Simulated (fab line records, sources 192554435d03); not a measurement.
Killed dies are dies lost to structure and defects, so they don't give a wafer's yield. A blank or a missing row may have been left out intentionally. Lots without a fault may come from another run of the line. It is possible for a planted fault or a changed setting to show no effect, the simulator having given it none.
fab line records    flow n5-finfet
[record] lots = 24  wafers = 72  last-day = 17
route steps=1938 shown SD_EPI_N@289 SD_EPI_P@304 SDB@347 DUMMY_REMOVAL@381
lots that met no fault: taken from a fault-free run of the same line
start-h: hours from the record's opening day to when the first of the lot's shown wafers began    wait-h: how many hours have passed since the lot's step before this one    " repeats the value in the row above    L1.1+2: one row covering several wafers at once    - no value, or no start was given    * or withheld: withheld    < > ~ a bound
route shown NAME@n: a module of which the file shows steps, and the number in the route of the first    usual: mean/standard deviation taken from wafers without a fault    same: alike in all rows    chamber/n: place in a boat    sites: the reading at each site    _std_site: how widely they spread, as a standard deviation    _edge_site: inner sites' mean taken away from outer sites' mean    radius-mm: for every site, how far away it sits from the centre of the wafer    mask NAME#n: copy n    behind: the tool/chamber that last shaped the wafer    hold: reason for holding the lot/hours on hold/outcome of the hold    device: names the non-switching transistor (n, p or np)    end of line: the route-end tests of the same wafers    where a step has no rows: the recipe by itself    killed: not the wafer's yield, but the dies lost to structure and defects at the first sort    map: dies across one wafer; x = killed, . = not, _ = none there
set.NAME: the setting the step ran with; set.NAME@STEP: the setting that earlier step ran with    model.NAME: the simulator's own value behind a step, which no gauge read
the route's steps for a sample of lots (tables are steps, rows are wafers)
services: the hour from which a tool's chamber was out of use, counted from the record's first day as start-h (under 0 if before that day), plus the number of hours and why
[[steps]]
[step N5_SD_EPI_N_EPI_MEAS_23]
[recipe] mode = xrd
[usual] thk-nm = 59.3/1.3
lot.wafer  tool           chamber  start-h  wait-h  thk-nm
L074.3     film-metro-02  -        52.07    0.9     56.3
L074.5     "              -        "        "       58.3
L074.6     "              -        "        "       58.3
L075.3     film-metro-01  -        57.67    0.9     58.7
L075.4     "              -        "        "       59.7
L075.5     "              -        "        "       58.1
L076.2     film-metro-02  -        66.66    1.2     60.8
L076.4     "              -        "        "       62.2
L076.5     "              -        "        "       59.5
L077.1     film-metro-01  -        70.16    1.4     57.8
L077.3     "              -        "        "       58.9
L077.5     "              -        "        "       59.6
L078.4     film-metro-01  -        79.43    0.6     60.0
L078.5     "              -        "        "       59.7
L078.6     "              -        "        "       59.7
L079.2     film-metro-01  -        81.28    1.2     57.2
L079.3     "              -        "        "       58.3
L079.6     "              -        "        "       58.9
L080.2     film-metro-01  -        91.66    1.2     59.3
L080.3     "              -        "        "       58.9
L080.5     "              -        "        "       59.4
L081.1     film-metro-01  -        98.82    1.4     60.1
L081.3     "              -        "        "       60.6
L081.6     "              -        "        "       59.0
L082.1     film-metro-01  -        106.72   1.9     58.8
L082.4     "              -        "        "       60.1
L082.6     "              -        "        "       56.9
L083.1     film-metro-01  -        110.21   1.4     58.9
L083.3     "              -        "        "       57.5
L083.4     "              -        "        "       59.4
L084.2     film-metro-01  -        119.71   1.2     60.9
L084.5     "              -        "        "       58.6
L084.6     "              -        "        "       60.5
L085.3     film-metro-02  -        129.25   0.9     61.2
L085.4     "              -        "        "       59.3
L085.6     "              -        "        "       59.6
L086.2     film-metro-02  -        132.92   1.2     58.5
L086.4     "              -        "        "       57.5
L086.5     "              -        "        "       59.0
L087.2     film-metro-02  -        137.01   1.2     60.1
L087.3     "              -        "        "       59.3
L087.6     "              -        "        "       58.7
L088.4     film-metro-01  -        138.57   0.6     61.2
L088.5     "              -        "        "       61.0
L088.6     "              -        "        "       61.5
L089.1     film-metro-01  -        145.29   1.4     57.3
L089.3     "              -        "        "       60.2
L089.4     "              -        "        "       58.2
L090.1     film-metro-01  -        148.67   1.4     56.4
L090.2     "              -        "        "       59.0
L090.6     "              -        "        "       58.1
L091.1     film-metro-02  -        157.21   1.9     60.0
L091.2     "              -        "        "       60.5
L091.3     "              -        "        "       60.0
L092.2     film-metro-02  -        159.59   1.2     61.2
L092.3     "              -        "        "       58.7
L092.6     "              -        "        "       59.6
L093.1     film-metro-02  -        167.36   1.4     58.8
L093.2     "              -        "        "       59.5
L093.6     "              -        "        "       58.2
L094.1     film-metro-01  -        176.56   1.9     57.6
L094.2     "              -        "        "       59.4
L094.6     "              -        "        "       59.7
L095.2     film-metro-02  -        180.74   1.2     61.9
L095.3     "              -        "        "       60.7
L095.5     "              -        "        "       59.5
L096.2     film-metro-02  -        186.52   1.2     60.4
L096.5     "              -        "        "       59.2
L096.6     "              -        "        "       58.9
L097.4     film-metro-02  -        190.63   0.6     59.5
L097.5     "              -        "        "       61.1
L097.6     "              -        "        "       61.0
[step N5_SD_EPI_P_OVL_MEAS_10]
[recipe] points-per-wafer = 44
[usual] SD_P_BLK_OVL = -0.3/0.71
lot.wafer  tool        chamber  start-h  wait-h  SD_P_BLK_OVL[nm]
L074.3     overlay-02  0        53.07    0.0     -0.2
L074.5     "           0        "        "       -0.1
L074.6     "           0        "        "       -0.4
L075.3     overlay-02  0        58.72    0.0     -1.2
L075.4     "           0        "        "       -1.0
L075.5     "           0        "        "       0.3
L076.2     overlay-02  0        67.64    0.0     0.0
L076.4     "           0        "        "       0.0
L076.5     "           0        "        "       -1.3
L077.1     overlay-02  0        71.15    0.0     1.8
L077.3     "           0        "        "       0.6
L077.5     "           0        "        "       0.8
L078.4     overlay-01  0        80.41    0.0     0.1
L078.5     "           0        "        "       -0.3
L078.6     "           0        "        "       0.7
L079.2     overlay-01  0        82.65    0.0     0.6
L079.3     "           0        "        "       0.5
L079.6     "           0        "        "       -1.5
L080.2     overlay-01  0        93.50    0.0     0.1
L080.3     "           0        "        "       -0.4
L080.5     "           0        "        "       -0.8
L081.1     overlay-01  0        100.02   0.0     -1.8
L081.3     "           0        "        "       -1.7
L081.6     "           0        "        "       0.3
L082.1     overlay-01  0        107.81   0.0     -1.1
L082.4     "           0        "        "       -1.0
L082.6     "           0        "        "       -0.5
L083.1     overlay-02  0        111.51   0.0     -0.3
L083.3     "           0        "        "       -0.9
L083.4     "           0        "        "       -0.3
L084.2     overlay-01  0        120.67   0.0     0.8
L084.5     "           0        "        "       0.1
L084.6     "           0        "        "       0.6
L085.3     overlay-01  0        130.23   0.0     0.7
L085.4     "           0        "        "       1.1
L085.6     "           0        "        "       0.0
L086.2     overlay-02  0        133.90   0.0     1.0
L086.4     "           0        "        "       0.5
L086.5     "           0        "        "       -0.2
L087.2     overlay-01  0        137.93   0.0     -0.4
L087.3     "           0        "        "       -0.6
L087.6     "           0        "        "       0.5
L088.4     overlay-02  0        139.88   0.0     0.0
L088.5     "           0        "        "       0.4
L088.6     "           0        "        "       -0.9
L089.1     overlay-02  0        146.55   0.0     -0.4
L089.3     "           0        "        "       -1.4
L089.4     "           0        "        "       -1.5
L090.1     overlay-02  0        150.54   0.0     0.1
L090.2     "           0        "        "       -0.5
L090.6     "           0        "        "       0.4
L091.1     overlay-01  0        158.88   0.0     -0.2
L091.2     "           0        "        "       0.2
L091.3     "           0        "        "       -0.7
L092.2     overlay-02  0        160.61   0.0     -1.8
L092.3     "           0        "        "       -1.3
L092.6     "           0        "        "       -0.3
L093.1     overlay-02  0        168.49   0.0     0.4
L093.2     "           0        "        "       0.0
L093.6     "           0        "        "       -0.6
L094.1     overlay-02  0        177.55   0.0     0.4
L094.2     "           0        "        "       -1.2
L094.6     "           0        "        "       -1.5
L095.2     overlay-01  0        183.20   0.0     1.0
L095.3     "           0        "        "       0.1
L095.5     "           0        "        "       0.6
L096.2     overlay-02  0        187.76   0.1     -1.7
L096.5     "           0        "        "       -0.2
L096.6     "           0        "        "       0.0
L097.4     overlay-02  0        191.64   0.0     -0.2
L097.5     "           0        "        "       -0.7
L097.6     "           0        "        "       -0.4
[step N5_SDB_HM_DEP_00]
[recipe] material = SiNx  target-thk-a = 400  temp-c = 400  precursor = SiH4/NH3/N2  pressure-torr = 1.5  rf-w = 300  time-s = 35.3
[usual] heater-power-w = 842/110  showerhead-plenum-p-Torr = 5.11/0.12  throttle-valve-pct = 39.8/2
lot.wafer  tool      chamber  start-h  wait-h  heater-power-w  showerhead-plenum-p-Torr  since-wet-clean-h  throttle-valve-pct
L074.3     pecvd-04  2        64.45    0.0     737             5.27                      2037               39.9
L074.5     "         0        "        "       678             5.15                      -                  38.9
L074.6     "         1        "        "       832             5.14                      -                  43.0
L075.3     pecvd-01  2        70.01    0.0     718             4.95                      20                 37.8
L075.4     "         2        "        "       706             4.96                      -                  37.5
L075.5     "         1        "        "       930             5.30                      -                  42.0
L076.2     pecvd-04  0        79.17    0.0     736             5.17                      602                38.9
L076.4     "         2        "        "       727             5.28                      -                  40.1
L076.5     "         0        "        "       724             5.15                      -                  39.1
L077.1     pecvd-04  2        83.25    0.0     807             5.26                      2056               40.2
L077.3     "         2        "        "       820             5.26                      -                  39.8
L077.5     "         0        "        "       705             5.15                      -                  39.0
L078.4     pecvd-01  1        93.06    0.1     771             5.29                      -                  41.9
L078.5     "         2        "        "       780             4.98                      -                  37.3
L078.6     "         0        "        "       741             4.97                      -                  40.5
L079.2     pecvd-01  0        94.07    0.0     684             4.96                      798                40.4
L079.3     "         1        "        "       881             5.29                      1523               42.0
L079.6     "         0        "        "       669             4.98                      -                  40.5
L080.2     pecvd-02  1        105.35   0.0     832             5.09                      1715               36.6
L080.3     "         0        "        "       1103            5.04                      990                41.9
L080.5     "         2        "        "       996             5.13                      -                  37.2
L081.1     pecvd-04  2        111.18   0.0     745             5.26                      2084               40.2
L081.3     "         1        "        "       902             5.13                      1359               42.8
L081.6     "         2        "        "       743             5.28                      -                  40.2
L082.1     pecvd-02  1        120.29   0.0     869             5.10                      1730               36.7
L082.4     "         0        "        "       1030            5.03                      -                  41.7
L082.6     "         1        "        "       852             5.10                      -                  36.9
L083.1     pecvd-01  2        122.46   0.0     835             4.96                      72                 37.6
L083.3     "         0        "        "       751             4.97                      826                40.5
L083.4     "         1        "        "       933             5.30                      -                  41.8
L084.2     pecvd-02  2        132.11   0.0     954             5.13                      263                37.3
L084.5     "         1        "        "       922             5.10                      -                  36.7
L084.6     "         2        "        "       939             5.13                      -                  37.1
L085.3     pecvd-01  1        141.43   0.0     934             5.29                      1570               42.0
L085.4     "         2        "        "       763             4.95                      -                  37.9
L085.6     "         1        "        "       938             5.31                      -                  41.9
L086.2     pecvd-02  0        145.30   0.0     938             5.04                      1030               41.8
L086.4     "         1        "        "       800             5.07                      -                  36.8
L086.5     "         2        "        "       877             5.13                      -                  37.1
L087.2     pecvd-04  1        150.36   0.0     893             5.14                      1398               42.9
L087.3     "         1        "        "       933             5.12                      -                  43.2
L087.6     "         0        "        "       709             5.15                      -                  39.2
L088.4     pecvd-02  1        152.07   0.1     898             5.10                      -                  36.7
L088.5     "         2        "        "       972             5.12                      -                  37.3
L088.6     "         0        "        "       1055            5.04                      -                  41.9
L089.1     pecvd-01  2        158.43   0.0     759             4.94                      108                37.8
L089.3     "         1        "        "       853             5.29                      1587               42.1
L089.4     "         0        "        "       653             4.96                      -                  40.9
L090.1     pecvd-02  1        163.44   0.0     947             5.09                      1774               37.0
L090.2     "         0        "        "       1106            5.03                      1049               41.5
L090.6     "         1        "        "       956             5.08                      -                  36.8
L091.1     pecvd-01  2        170.26   0.0     828             4.96                      120                37.9
L091.2     "         1        "        "       777             5.30                      1599               41.8
L091.3     "         0        "        "       778             4.97                      874                40.7
L092.2     pecvd-04  0        171.64   0.0     718             5.16                      694                39.1
L092.3     "         2        "        "       786             5.26                      2144               40.1
L092.6     "         1        "        "       913             5.13                      -                  42.9
L093.1     pecvd-01  1        181.37   0.0     832             5.30                      1610               42.1
L093.2     "         0        "        "       726             4.98                      885                40.8
L093.6     "         1        "        "       827             5.27                      -                  41.8
L094.1     pecvd-04  2        189.82   0.0     813             5.28                      2162               40.2
L094.2     "         1        "        "       930             5.13                      1437               43.1
L094.6     "         0        "        "       655             5.15                      -                  39.6
L095.2     pecvd-01  1        194.44   0.0     932             5.30                      1623               41.9
L095.3     "         0        "        "       782             4.97                      898                40.7
L095.5     "         0        "        "       763             4.96                      -                  41.0
L096.2     pecvd-01  2        199.74   0.0     844             4.95                      150                37.8
L096.5     "         1        "        "       873             5.31                      -                  41.9
L096.6     "         0        "        "       757             4.96                      -                  40.8
L097.4     pecvd-02  1        202.50   0.1     878             5.09                      -                  37.2
L097.5     "         2        "        "       1041            5.13                      -                  37.4
L097.6     "         0        "        "       1021            5.01                      -                  42.0
[step N5_SDB_HM_OPEN_20]
[recipe] chemistry = CH3F/O2  target = SiNx  mask-material = SOC  target-depth-a = 240  stop-on = poly-Si  over-etch-frac = 0.4  ion-energy-ev = 120  pressure-mtorr = 30  source-w = 395  bias-w = 73  Ar_flow_sccm = 150  CH3F_flow_sccm = 30  O2_flow_sccm = 20
[usual] CH3F_flow_sccm = 30.00/0.098  drypump-motor-current-A = 5.8/0.49  oes-product-au = 0.64/0.06  rf-vpp-V = 296.2/2.5  showerhead-plenum-p-Torr = 2.03/0.074  throttle-valve-pct = 16.24/0.22
lot.wafer  tool         chamber  start-h  wait-h  CH3F_flow_sccm  drypump-motor-current-A  oes-product-au  rf-hours-counter-h  rf-vpp-V  showerhead-plenum-p-Torr  throttle-valve-pct
L074.3     rie-diel-01  1        65.24    0.0     30.09           6.1                      0.61            155                 295.8     1.92                      16.22
L074.5     "            0        "        "       30.02           5.5                      0.59            -                   295.8     2.06                      16.15
L074.6     "            3        "        "       30.02           5.1                      0.72            -                   299.8     2.12                      15.94
L075.3     rie-diel-03  3        70.65    0.0     29.83           6.3                      0.67            93                  296.3     1.94                      16.18
L075.4     "            2        "        "       30.07           6.6                      0.62            -                   296.8     2.07                      16.59
L075.5     "            3        "        "       29.76           6.3                      0.66            -                   294.3     1.94                      16.18
L076.2     rie-diel-03  2        79.94    0.0     30.08           6.6                      0.59            177                 298.5     2.07                      16.57
L076.4     "            1        "        "       29.99           5.6                      0.68            -                   297.8     2.12                      15.97
L076.5     "            3        "        "       29.95           6.3                      0.66            -                   295.5     1.94                      16.19
L077.1     rie-diel-01  1        84.07    0.0     29.96           6.1                      0.61            160                 295.1     1.92                      16.22
L077.3     "            0        "        "       29.88           5.5                      0.58            218                 299.2     2.06                      16.15
L077.5     "            0        "        "       29.87           5.5                      0.58            -                   299.1     2.06                      16.14
L078.4     rie-diel-05  2        93.68    0.0     30.11           6.3                      0.60            161                 294.1     2.00                      16.46
L078.5     "            1        "        "       29.87           6.2                      0.58            -                   295.2     1.97                      16.38
L078.6     "            0        "        "       30.07           5.2                      0.59            -                   296.7     2.07                      16.40
L079.2     rie-diel-01  0        94.83    0.0     30.04           5.5                      0.57            222                 298.9     2.06                      16.16
L079.3     "            1        "        "       30.07           6.1                      0.61            164                 295.2     1.92                      16.22
L079.6     "            3        "        "       29.81           5.1                      0.71            -                   298.2     2.12                      15.95
L080.2     rie-diel-03  1        106.52   0.0     29.90           5.7                      0.66            76                  296.7     2.12                      15.99
L080.3     "            3        "        "       29.99           6.3                      0.66            105                 295.3     1.93                      16.20
L080.5     "            1        "        "       29.91           5.7                      0.67            -                   297.4     2.12                      15.97
L081.1     rie-diel-05  0        111.83   0.0     30.03           5.2                      0.60            197                 294.8     2.07                      16.41
L081.3     "            3        "        "       29.99           5.4                      0.61            165                 296.1     2.00                      16.46
L081.6     "            0        "        "       29.99           5.2                      0.61            -                   294.5     2.07                      16.41
L082.1     rie-diel-03  0        121.05   0.0     30.05           6.3                      0.77            9                   291.5     1.96                      16.11
L082.4     "            3        "        "       30.15           6.3                      0.67            109                 296.3     1.93                      16.21
L082.6     "            0        "        "       30.07           6.3                      0.78            -                   290.7     1.96                      16.12
L083.1     rie-diel-01  3        123.23   0.0     30.09           5.1                      0.69            40                  298.5     2.12                      15.96
L083.3     "            1        "        "       29.97           6.1                      0.60            176                 294.7     1.92                      16.24
L083.4     "            0        "        "       29.84           5.4                      0.58            -                   298.3     2.05                      16.19
L084.2     rie-diel-03  0        132.88   0.0     30.06           6.3                      0.76            13                  292.2     1.96                      16.13
L084.5     "            1        "        "       30.08           5.6                      0.67            -                   297.1     2.11                      15.99
L084.6     "            0        "        "       30.29           6.3                      0.77            -                   290.9     1.96                      16.11
L085.3     rie-diel-05  1        142.24   0.0     29.93           6.2                      0.58            227                 293.4     1.97                      16.43
L085.4     "            2        "        "       29.90           6.3                      0.60            181                 292.7     2.00                      16.49
L085.6     "            3        "        "       29.89           5.4                      0.61            -                   294.1     1.99                      16.48
L086.2     rie-diel-01  2        146.18   0.0     30.00           5.4                      0.68            61                  300.6     2.12                      16.03
L086.4     "            1        "        "       30.12           6.1                      0.61            186                 294.4     1.91                      16.27
L086.5     "            0        "        "       29.95           5.5                      0.58            -                   298.9     2.05                      16.20
L087.2     rie-diel-01  1        151.32   0.0     30.03           6.1                      0.59            187                 293.2     1.91                      16.27
L087.3     "            0        "        "       30.08           5.5                      0.56            245                 297.4     2.05                      16.22
L087.6     "            2        "        "       30.20           5.4                      0.68            -                   298.9     2.12                      16.05
L088.4     rie-diel-03  2        152.81   0.0     29.94           6.6                      0.59            199                 297.5     2.07                      16.64
L088.5     "            0        "        "       30.04           6.3                      0.75            -                   291.0     1.96                      16.14
L088.6     "            3        "        "       30.04           6.3                      0.65            -                   295.3     1.93                      16.24
L089.1     rie-diel-05  3        159.20   0.0     30.02           5.3                      0.62            183                 293.1     1.99                      16.48
L089.3     "            1        "        "       30.01           6.1                      0.59            235                 293.3     1.97                      16.45
L089.4     "            3        "        "       30.02           5.4                      0.62            -                   294.8     1.99                      16.49
L090.1     rie-diel-03  3        164.20   0.0     29.88           6.3                      0.64            123                 295.3     1.93                      16.23
L090.2     "            0        "        "       30.10           6.3                      0.74            23                  292.3     1.96                      16.14
L090.6     "            2        "        "       29.80           6.6                      0.59            -                   296.8     2.06                      16.64
L091.1     rie-diel-05  2        170.90   0.0     30.11           6.3                      0.58            192                 291.9     1.99                      16.50
L091.2     "            1        "        "       29.88           6.1                      0.57            239                 294.8     1.96                      16.45
L091.3     "            0        "        "       30.26           5.2                      0.58            217                 295.8     2.06                      16.44
L092.2     rie-diel-05  0        172.28   0.0     30.13           5.2                      0.58            218                 296.0     2.06                      16.45
L092.3     "            1        "        "       30.05           6.1                      0.59            240                 295.6     1.96                      16.44
L092.6     "            1        "        "       30.09           6.2                      0.58            -                   292.9     1.96                      16.46
L093.1     rie-diel-03  3        182.32   0.0     30.10           6.3                      0.63            128                 295.6     1.93                      16.24
L093.2     "            0        "        "       29.93           6.3                      0.73            27                  291.5     1.96                      16.17
L093.6     "            2        "        "       29.89           6.6                      0.59            -                   298.2     2.06                      16.64
L094.1     rie-diel-01  2        190.59   0.0     29.89           5.3                      0.66            78                  300.8     2.12                      16.09
L094.2     "            1        "        "       30.03           6.1                      0.59            201                 295.1     1.91                      16.30
L094.6     "            2        "        "       29.91           5.3                      0.68            -                   298.9     2.12                      16.08
L095.2     rie-diel-01  1        195.53   0.0     30.11           6.1                      0.58            203                 296.5     1.91                      16.30
L095.3     "            2        "        "       30.06           5.4                      0.66            80                  299.1     2.11                      16.10
L095.5     "            0        "        "       29.97           5.5                      0.79            -                   299.5     2.05                      15.70
L096.2     rie-diel-03  2        201.51   0.0     30.06           6.6                      0.59            214                 298.4     2.06                      16.64
L096.5     "            3        "        "       30.10           6.3                      0.65            -                   295.5     1.92                      16.25
L096.6     "            2        "        "       30.18           6.6                      0.59            -                   298.0     2.06                      16.66
L097.4     rie-diel-01  1        203.24   0.0     30.06           6.1                      0.59            205                 294.2     1.91                      16.30
L097.5     "            2        "        "       30.02           5.4                      0.69            -                   300.5     2.11                      16.09
L097.6     "            3        "        "       30.02           5.1                      0.68            -                   297.6     2.11                      16.03
[step N5_SDB_CUT_ETCH_26]
[recipe] chemistry = HBr/Cl2/O2  target = Si  target-depth-a = 1296  bt-time-s = 20  mask-material = SiNx  time-s = 51.8  ion-energy-ev = *  bias-w = *  pressure-mtorr = 10  icp-w = 800  HBr_flow_sccm = 150  Cl2_flow_sccm = 80  O2_flow_sccm = 12
[usual] HBr_flow_sccm = 150.0/0.47  drypump-motor-current-A = 5.7/0.37  oes-product-au = 1.003/0.017  throttle-valve-pct = 37.29/0.3
[same] bt-time-s = 20
lot.wafer  tool       chamber  start-h  wait-h  HBr_flow_sccm  drypump-motor-current-A  oes-product-au  rf-hours-counter-h  throttle-valve-pct
L074.3     rie-si-04  0        65.62    0.1     149.5          5.6                      1.008           111                 36.95
L074.5     "          2        "        "       149.8          5.7                      0.973           -                   37.30
L074.6     "          3        "        "       150.4          5.7                      1.013           -                   36.94
L075.3     rie-si-04  1        71.03    0.1     149.9          5.3                      1.005           39                  37.50
L075.4     "          3        "        "       150.4          5.7                      1.013           62                  36.95
L075.5     "          1        "        "       149.9          5.3                      0.998           -                   37.52
L076.2     rie-si-05  0        80.33    0.1     150.0          5.8                      1.016           143                 37.68
L076.4     "          3        "        "       150.5          5.5                      1.009           181                 37.19
L076.5     "          3        "        "       150.3          5.5                      0.995           -                   37.21
L077.1     rie-si-06  0        84.45    0.1     150.1          5.6                      0.977           145                 37.68
L077.3     "          3        "        "       150.1          6.5                      0.995           10                  36.67
L077.5     "          0        "        "       150.3          5.6                      0.977           -                   37.68
L078.4     rie-si-06  3        94.45    0.1     149.5          6.6                      0.994           10                  36.65
L078.5     "          0        "        "       151.0          5.6                      0.986           -                   37.67
L078.6     "          3        "        "       148.9          6.5                      0.993           -                   36.67
L079.2     rie-si-06  2        95.21    0.1     150.5          5.2                      1.016           22                  37.09
L079.3     "          0        "        "       149.5          5.6                      0.977           145                 37.69
L079.6     "          0        "        "       149.7          5.6                      0.976           -                   37.67
L080.2     rie-si-05  1        107.84   0.1     149.9          6.0                      1.024           1                   37.45
L080.3     "          2        "        "       150.0          5.4                      0.990           69                  37.51
L080.5     "          0        "        "       150.7          5.9                      1.016           -                   37.70
L081.1     rie-si-06  3        112.21   0.1     150.0          6.5                      1.001           10                  36.68
L081.3     "          2        "        "       149.8          5.1                      1.017           23                  37.08
L081.6     "          1        "        "       149.6          6.2                      0.993           -                   37.17
L082.1     rie-si-06  3        121.44   0.1     151.2          6.5                      0.993           10                  36.67
L082.4     "          0        "        "       150.2          5.6                      0.965           -                   37.68
L082.6     "          2        "        "       149.9          5.1                      1.017           -                   37.10
L083.1     rie-si-05  2        123.62   0.1     150.4          5.4                      0.995           70                  37.51
L083.3     "          1        "        "       150.1          5.9                      1.016           1                   37.43
L083.4     "          0        "        "       149.9          5.8                      1.022           144                 37.70
L084.2     rie-si-05  3        133.80   0.1     150.4          5.5                      1.004           182                 37.21
L084.5     "          0        "        "       150.5          5.8                      1.015           -                   37.69
L084.6     "          3        "        "       151.0          5.5                      1.005           -                   37.20
L085.3     rie-si-04  1        142.65   0.1     150.1          5.3                      1.001           40                  37.50
L085.4     "          3        "        "       151.0          5.7                      1.002           63                  36.95
L085.6     "          1        "        "       150.3          5.3                      1.006           -                   37.51
L086.2     rie-si-04  0        146.56   0.1     148.7          5.6                      1.029           112                 36.95
L086.4     "          2        "        "       150.4          5.6                      0.965           109                 37.30
L086.5     "          1        "        "       150.2          5.3                      1.002           -                   37.53
L087.2     rie-si-05  1        151.72   0.1     149.7          5.9                      1.019           2                   37.44
L087.3     "          0        "        "       150.2          5.8                      1.016           145                 37.68
L087.6     "          2        "        "       149.5          5.3                      0.994           -                   37.50
L088.4     rie-si-06  2        153.26   0.1     150.1          5.2                      1.016           23                  37.11
L088.5     "          1        "        "       149.2          6.2                      1.011           -                   37.11
L088.6     "          2        "        "       149.7          5.1                      1.020           -                   37.10
L089.1     rie-si-06  0        159.81   0.1     150.1          5.6                      0.972           146                 37.67
L089.3     "          2        "        "       150.3          5.2                      1.027           23                  37.12
L089.4     "          1        "        "       150.0          6.2                      1.012           -                   37.09
L090.1     rie-si-04  1        164.72   0.1     149.5          5.3                      1.007           41                  37.51
L090.2     "          2        "        "       150.3          5.7                      0.969           109                 37.28
L090.6     "          1        "        "       150.0          5.3                      1.007           -                   37.51
L091.1     rie-si-05  3        171.33   0.1     150.2          5.4                      1.005           182                 37.21
L091.2     "          1        "        "       150.8          5.9                      1.023           2                   37.44
L091.3     "          0        "        "       150.1          5.8                      1.021           145                 37.68
L092.2     rie-si-04  1        173.09   0.1     150.8          5.3                      1.005           41                  37.51
L092.3     "          0        "        "       150.3          5.6                      1.020           113                 36.96
L092.6     "          2        "        "       150.8          5.6                      0.975           -                   37.30
L093.1     rie-si-05  0        183.03   0.1     149.6          5.9                      1.020           146                 37.69
L093.2     "          2        "        "       150.5          5.3                      0.991           71                  37.50
L093.6     "          3        "        "       150.3          5.5                      1.004           -                   37.22
L094.1     rie-si-05  0        190.97   0.1     150.5          5.9                      1.016           146                 37.69
L094.2     "          2        "        "       149.8          5.3                      0.994           71                  37.50
L094.6     "          2        "        "       149.7          5.3                      0.989           -                   37.51
L095.2     rie-si-04  2        195.91   0.1     149.6          5.7                      0.973           110                 37.30
L095.3     "          3        "        "       150.0          5.7                      1.006           64                  36.94
L095.5     "          2        "        "       149.9          5.6                      0.971           -                   37.30
L096.2     rie-si-05  2        202.32   0.1     149.9          5.3                      0.990           71                  37.51
L096.5     "          1        "        "       150.4          5.9                      1.024           -                   37.44
L096.6     "          2        "        "       149.8          5.4                      0.993           -                   37.51
L097.4     rie-si-06  3        203.64   0.0     150.3          6.5                      0.995           11                  36.67
L097.5     "          2        "        "       149.6          5.2                      1.028           -                   37.10
L097.6     "          1        "        "       151.0          6.2                      1.010           -                   37.10
[step N5_DUMMY_REMOVAL_INSPECT_06]
[recipe] inspect-instrument = brightfield  mode = aei
[usual] raw-defect-count = 11/5.6
lot.wafer  tool               chamber  start-h  wait-h  raw-defect-count
L074.3     defect-inspect-02  -        69.41    0.0     7
L074.5     "                  -        "        "       19
L074.6     "                  -        "        "       10
L075.3     defect-inspect-02  -        74.59    0.0     29
L075.4     "                  -        "        "       14
L075.5     "                  -        "        "       7
L076.2     defect-inspect-01  -        83.80    0.0     16
L076.4     "                  -        "        "       10
L076.5     "                  -        "        "       22
L077.1     defect-inspect-01  -        87.92    0.0     13
L077.3     "                  -        "        "       19
L077.5     "                  -        "        "       17
L078.4     defect-inspect-01  -        98.24    0.0     6
L078.5     "                  -        "        "       10
L078.6     "                  -        "        "       14
L079.2     defect-inspect-02  -        102.01   0.0     10
L079.3     "                  -        "        "       15
L079.6     "                  -        "        "       10
L080.2     defect-inspect-02  -        111.51   0.0     12
L080.3     "                  -        "        "       12
L080.5     "                  -        "        "       11
L081.1     defect-inspect-02  -        115.86   0.0     7
L081.3     "                  -        "        "       11
L081.6     "                  -        "        "       12
L082.1     defect-inspect-01  -        124.91   0.0     8
L082.4     "                  -        "        "       10
L082.6     "                  -        "        "       7
L083.1     defect-inspect-01  -        127.08   0.0     9
L083.3     "                  -        "        "       7
L083.4     "                  -        "        "       14
L084.2     defect-inspect-01  -        137.26   0.0     12
L084.5     "                  -        "        "       11
L084.6     "                  -        "        "       7
L085.3     defect-inspect-01  -        146.16   0.0     3
L085.4     "                  -        "        "       7
L085.6     "                  -        "        "       6
L086.2     defect-inspect-01  -        150.32   0.0     8
L086.4     "                  -        "        "       6
L086.5     "                  -        "        "       8
L087.2     defect-inspect-01  -        155.71   0.0     20
L087.3     "                  -        "        "       9
L087.6     "                  -        "        "       8
L088.4     defect-inspect-02  -        157.66   0.0     10
L088.5     "                  -        "        "       8
L088.6     "                  -        "        "       3
L089.1     defect-inspect-01  -        163.37   0.0     13
L089.3     "                  -        "        "       6
L089.4     "                  -        "        "       9
L090.1     defect-inspect-02  -        168.18   0.0     7
L090.2     "                  -        "        "       6
L090.6     "                  -        "        "       25
L091.1     defect-inspect-01  -        174.84   0.0     11
L091.2     "                  -        "        "       26
L091.3     "                  -        "        "       13
L092.2     defect-inspect-01  -        176.60   0.0     15
L092.3     "                  -        "        "       11
L092.6     "                  -        "        "       7
L093.1     defect-inspect-01  -        186.89   0.0     15
L093.2     "                  -        "        "       14
L093.6     "                  -        "        "       13
L094.1     defect-inspect-02  -        194.44   0.0     8
L094.2     "                  -        "        "       13
L094.6     "                  -        "        "       15
L095.2     defect-inspect-02  -        199.41   0.0     14
L095.3     "                  -        "        "       7
L095.5     "                  -        "        "       8
L096.2     defect-inspect-02  -        206.15   0.0     13
L096.5     "                  -        "        "       7
L096.6     "                  -        "        "       14
L097.4     defect-inspect-01  -        207.11   0.0     5
L097.5     "                  -        "        "       7
L097.6     "                  -        "        "       10
[[services]]
tool         chamber  start-h  hours  kind
rie-si-05    1        42.35    -      clean
rie-si-05    1        42.35    17.9   scheduled-down
rie-si-05    1        42.35    17.9   vent-cycle
rie-si-04    3        45.37    6.6    repair
rie-diel-03  -        46.60    2.1    repair
pecvd-01     -        52.10    0.9    repair
rie-diel-03  0        65.64    -      clean
rie-diel-03  0        65.64    -      consumable-replace:focus-ring
rie-diel-03  0        65.64    25.5   scheduled-down
rie-diel-03  0        65.64    25.5   vent-cycle
pecvd-04     1        79.71    6.9    repair
pecvd-02     0        91.04    3.6    repair
rie-diel-03  -        94.92    10.0   pm
rie-si-04    3        107.88   9.0    repair
rie-diel-03  3        109.32   3.6    repair
rie-si-06    -        131.16   14.6   pm
rie-diel-03  2        134.14   4.8    repair
pecvd-04     -        143.93   0.3    repair
rie-si-06    -        145.76   2.8    pm
pecvd-04     2        148.56   7.2    repair
rie-si-06    3        158.46   14.1   repair
rie-diel-01  0        162.56   -      clean
rie-diel-01  0        162.56   -      consumable-replace:esc
rie-diel-01  0        162.56   -      consumable-replace:focus-ring
[[key]]
fault none
